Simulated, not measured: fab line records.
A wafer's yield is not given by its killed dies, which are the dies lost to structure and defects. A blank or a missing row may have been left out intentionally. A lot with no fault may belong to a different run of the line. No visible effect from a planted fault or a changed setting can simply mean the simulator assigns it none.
Chamber matching	flow nand_harc	4 sister chambers for NHARC_A_STAIRCASE_CMP_450 on cmp-01
The step polishes SiO2, target thk 200 nm. 4 wafers are shown with their chamber, then 10 later ones without.

WAFERS PAIRED WITH THEIR CHAMBERS
wafer	chamber	motor_current_A (A)
L084.3	3	11.0
L085.3	2	12.4
L090.1	0	12.1
L090.3	1	12.0

WAFERS WITH NO CHAMBER GIVEN
wafer	motor_current_A (A)
L090.4	10.8
L091.1	12.3
L091.2	13.0
L091.3	13.0
L096.1	11.6
L096.3	11.4
L096.4	12.4
L097.1	12.4
L097.4	11.3
L097.5	11.3

CHAMBER TAKEN BY EACH
wafer	from the rows above	in truth
L090.4	3	3
L091.1	can't be placed: 2 or 0 or 1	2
L091.2	can't be placed: 2 or 0 or 1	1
L091.3	can't be placed: 2 or 0 or 1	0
L096.1	can't be placed: 1 or 0 or 3 or 2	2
L096.3	can't be placed: 3 or 1 or 0 or 2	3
L096.4	can't be placed: 2 or 0 or 1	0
L097.1	can't be placed: 2 or 0 or 1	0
L097.4	can't be placed: 3 or 1 or 0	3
L097.5	can't be placed: 3 or 1 or 0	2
1 of 10 placed correctly. These rows do not allow placing 9 (true chamber among the candidates in 8). Wrongly placed: 0.
How it was worked out, from the rows above alone: a wafer's distance from a chamber is the root of the sum, over the readings, of the square of ((its reading less the chamber's mean) divided by the reading's scatter). The wafer belongs to the nearest chamber; if the next one is less than 2 further off, it can't be placed. Each chamber's mean is taken over the wafers shown for it. The scatter: root of mean squared gap, hidden wafer to nearest shown wafer, with one shown wafer a chamber.
